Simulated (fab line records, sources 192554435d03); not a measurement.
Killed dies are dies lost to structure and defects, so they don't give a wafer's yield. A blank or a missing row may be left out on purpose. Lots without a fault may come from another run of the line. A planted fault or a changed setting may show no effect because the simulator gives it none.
Chamber matching | flow n5_finfet | N5_HKMG_FIN_ETCH_35 on rie_diel-02: 4 sister chambers
The step etches SOC in N2/H2, target depth 215.8 nm, time 243.4 s. 8 wafers are shown with their chamber, then 9 later ones without.

WAFERS WITH THEIR CHAMBER
wafer  | chamber | drypump_motor_current_A (A) | showerhead_plenum_p_Torr (Torr)
L079.3 | 0       | 5.3                         | 2.54
L081.3 | 0       | 5.3                         | 2.53
L083.3 | 1       | 6.2                         | 2.43
L083.4 | 2       | 5.7                         | 2.50
L083.6 | 1       | 6.1                         | 2.43
L087.1 | 2       | 5.7                         | 2.50
L087.4 | 3       | 5.9                         | 2.67
L087.5 | 3       | 5.9                         | 2.67

WAFERS WITHOUT THEIR CHAMBER
wafer  | drypump_motor_current_A (A) | showerhead_plenum_p_Torr (Torr)
L093.2 | 6.1                         | 2.42
L093.4 | 5.9                         | 2.66
L093.5 | 6.1                         | 2.42
L094.3 | 6.2                         | 2.42
L094.4 | 5.2                         | 2.52
L094.5 | 5.2                         | 2.52
L096.2 | 5.3                         | 2.52
L096.4 | 6.1                         | 2.42
L096.6 | 5.2                         | 2.52

WHICH CHAMBER EACH WENT THROUGH
wafer  | from the rows above | in truth
L093.2 | 1                   | 1
L093.4 | 3                   | 3
L093.5 | 1                   | 1
L094.3 | 1                   | 1
L094.4 | 0                   | 0
L094.5 | 0                   | 0
L096.2 | 0                   | 0
L096.4 | 1                   | 1
L096.6 | 0                   | 0
Placed correctly: 9 of 9. Can't be placed from these rows: 0. Placed wrongly: 0.
How it was worked out, from the rows above alone: a wafer's distance from a chamber is the root of the sum, over the readings, of the square of ((its reading less the chamber's mean) divided by the reading's scatter). The wafer belongs to the nearest chamber; if the next one is less than 2 further off, it can't be placed. A chamber's mean is the mean of its shown wafers. The scatter: the root of (the sum of the squares of (reading less its chamber's mean) over the shown wafers, divided by (wafers less chambers)).
